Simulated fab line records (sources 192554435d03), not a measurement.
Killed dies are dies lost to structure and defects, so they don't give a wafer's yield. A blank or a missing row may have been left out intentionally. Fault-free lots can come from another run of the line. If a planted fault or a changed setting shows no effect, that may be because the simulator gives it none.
A struck lot beside a sound one + flow n5_finfet + 15 out of 1938 route steps
Sound: the wafers L713.1, L713.2, L713.6. Struck: wafers L721.1, L721.3 (left out: L721.6, a lot-mate that was not struck); the cause follows at the end.
At each step with rows: each side's tool, then ch and its chambers, then its first start. Under that, the readings that differ: sound wafers + struck wafers + difference of the means + sigmas: that difference in standard deviations of wafers without a fault.
alike: readings whose means differ by less than 2 such deviations, and words and numbers that are the same on both sides. not compared: withheld readings, readings that some wafer has no value for, bounds like >300 that may hide the same value, and numbers for which the record gives no deviation and whose values overlap.
The two part at a step that has a row with sigmas, a row that says differs or no value, or rows on one side only. Numbers that don't overlap but have no deviation are shown without sigmas and don't part them. Lack of a reading on every wafer of one side parts them only where that side has two or more wafers.

first, 8 steps without rows for these wafers: N5_MIM_TOP_LITHO_HMDS_01 (time 60 s); N5_MIM_TOP_LITHO_COAT_02; N5_MIM_TOP_LITHO_EBR_04; N5_MIM_TOP_LITHO_SOFTBAKE_03 (time 90 s); N5_MIM_TOP_LITHO_EXPOSE_05 (exposes mask MIM TOP, target cd 2000 nm); N5_MIM_TOP_LITHO_PEB_06; N5_MIM_TOP_LITHO_DEVELOP_07 (develop time 60 s); N5_MIM_TOP_LITHO_HARDBAKE_09 (time 120 s).
N5_MIM_TOP_LITHO_CD_MEAS_08: target cd 2000 nm.
  sound on cd_sem-03 ch 0, day 12 21:59; struck on cd_sem-01 ch 0, day 14 22:01
  alike: cd_nm
N5_MIM_TOP_LITHO_OVL_MEAS_11:
  sound on overlay-01 ch 0, day 12 22:01; struck on overlay-01 ch 0, day 14 22:03
  alike: MIM_TOP_OVL
N5_MIM_TOP_LITHO_INSPECT_12: inspects for defects (macro).
  sound on defect_inspect-02 at day 12 22:02; struck on defect_inspect-01 at day 14 22:04
  alike: raw_defect_count
N5_MIM_TOP_LITHO_DESCUM_10: chemistry O2, time 7.9 s.
  sound on rie_diel-04 ch 1,2,3, day 12 22:04; struck on rie_diel-04 ch 0,2, day 14 22:07
  alike: drypump_motor_current_A, oes_product_au, rf_vpp_V, showerhead_plenum_p_Torr, throttle_valve_pct
  not compared: rf_hours_counter_h
N5_MIM_TOP_ETCH_ETCH_00: etches TiN in Cl2/BCl3, target depth 38.5 nm.
  sound on rie_metal-01 ch 0,1, day 12 22:10; struck on rie_metal-02 ch 0, day 14 22:11
| reading                                  | sound             | struck      | difference | sigmas      |
|------------------------------------------|-------------------|-------------|------------|-------------|
| mfc_cl2_sccm (sccm)                      | 53.43 53.22 53.08 | 36.58 36.42 | -16.74     | -99 or more |
| throttle_valve_pct (%)                   | 22.72 22.56 22.55 | 20.87 20.87 | -1.74      | -8          |
| model.MIM_TOP_ETCH.feature_depth_nm (nm) | 38 38.4 38        | 38.6 39     | +0.7       |             |
  alike: drypump_motor_current_A, oes_product_au
  not compared: rf_hours_counter_h
N5_MIM_TOP_ETCH_STRIP_01: strips in O2.
  sound on rie_diel-01 ch 0,1, day 12 22:18; struck on rie_diel-03 ch 1,2, day 14 22:21
  alike: drypump_motor_current_A, oes_product_au, rf_vpp_V, showerhead_plenum_p_Torr, throttle_valve_pct
  not compared: rf_hours_counter_h
N5_PASSIVATION_PROBE_49:
  the record holds rows for the sound wafers here (prober-01, day 13 08:48) but none for the struck ones

WHERE THEY PART
At N5_MIM_TOP_ETCH_ETCH_00 first; at N5_PASSIVATION_PROBE_49 last (within this record only).

WHY: the cause the simulator had injected
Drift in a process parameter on rie_metal-02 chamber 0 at N5_MIM_TOP_ETCH_ETCH_00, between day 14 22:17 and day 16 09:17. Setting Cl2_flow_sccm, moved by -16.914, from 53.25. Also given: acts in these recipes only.
